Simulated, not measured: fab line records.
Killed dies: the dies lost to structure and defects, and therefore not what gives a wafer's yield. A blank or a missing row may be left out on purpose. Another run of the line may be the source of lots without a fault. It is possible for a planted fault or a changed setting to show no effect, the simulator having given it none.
Chamber matching + flow nand harc + 4 sister chambers for NHARC_A_BONDPAD_ETCH_34 on rie diel-08
The step etches the open film in N2/H2, target depth 60 nm, overetch 18 nm, time 65.91 s. 16 wafers are shown with their chamber, then 8 later ones without.

== WAFERS PAIRED WITH THEIR CHAMBERS ==
| wafer  | chamber | drypump motor current A (A) | rf vpp V (V) | oes product au (a.u.) |
|--------|---------|-----------------------------|--------------|-----------------------|
| L428.4 | 0       | 5.29                        | 429.4        | 1.002                 |
| L428.5 | 0       | 5.28                        | 427.9        | 0.999                 |
| L428.6 | 3       | 5.36                        | 429.2        | 1.002                 |
| L427.2 | 2       | 5.69                        | 431.0        | 0.999                 |
| L427.3 | 1       | 5.62                        | 426.1        | 1.011                 |
| L427.4 | 0       | 5.33                        | 428.2        | 1.001                 |
| L434.2 | 1       | 5.62                        | 426.2        | 0.997                 |
| L434.4 | 3       | 5.36                        | 428.2        | 0.988                 |
| L434.5 | 3       | 5.37                        | 429.5        | 0.991                 |
| L433.1 | 3       | 5.36                        | 430.0        | 0.998                 |
| L433.2 | 1       | 5.59                        | 427.8        | 1.000                 |
| L433.5 | 1       | 5.59                        | 425.5        | 0.998                 |
| L441.2 | 2       | 5.69                        | 430.0        | 1.000                 |
| L441.3 | 1       | 5.62                        | 425.0        | 1.012                 |
| L441.5 | 3       | 5.38                        | 428.4        | 1.002                 |
| L442.3 | 2       | 5.70                        | 430.2        | 1.010                 |

SIGNATURES (means of the wafers above)
| reading                 | chamber 0 | chamber 1 | chamber 2 | chamber 3 | scatter within a chamber |
|-------------------------|-----------|-----------|-----------|-----------|--------------------------|
| drypump motor current A | 5.3000    | 5.6080    | 5.6933    | 5.3660    | 0.0155                   |
| rf vpp V                | 428.500   | 426.120   | 430.400   | 429.060   | 0.845                    |
| oes product au          | 1.00067   | 1.00360   | 1.00300   | 0.99620   | 0.00617                  |
Rule: for each reading, subtract the chamber's mean from the wafer's reading, divide by that reading's scatter and square the result; add these up over the readings and take the root, which gives the wafer's distance from the chamber. The wafer belongs to the nearest chamber; if the next one is less than 2 further off, it can't be placed. The scatter is the square root of a quotient: the sum, over the shown wafers, of each reading's squared deviation from its chamber's mean, divided by wafers minus chambers.

== WAFERS WITH NO CHAMBER GIVEN ==
| wafer  | drypump motor current A (A) | rf vpp V (V) | oes product au (a.u.) |
|--------|-----------------------------|--------------|-----------------------|
| L442.4 | 5.63                        | 425.9        | 1.006                 |
| L442.6 | 5.64                        | 426.9        | 0.993                 |
| L439.3 | 5.27                        | 428.9        | 1.002                 |
| L439.4 | 5.38                        | 428.3        | 1.000                 |
| L439.6 | 5.61                        | 426.9        | 0.997                 |
| L445.1 | 5.36                        | 427.1        | 0.994                 |
| L445.2 | 5.63                        | 425.5        | 0.984                 |
| L445.4 | 5.67                        | 429.6        | 1.006                 |

== CHAMBER TAKEN BY EACH ==
| wafer  | from the rows above     | in truth |
|--------|-------------------------|----------|
| L442.4 | 1                       | 1        |
| L442.6 | 1                       | 1        |
| L439.3 | 0                       | 0        |
| L439.4 | 3                       | 3        |
| L439.6 | 1                       | 1        |
| L445.1 | can't be placed: 3 or 0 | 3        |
| L445.2 | 1                       | 1        |
| L445.4 | 2                       | 2        |
Placed correctly: 7 of 8. Not placeable from these rows: 1 (in 1, the candidates include the true chamber). Wrongly placed: 0.
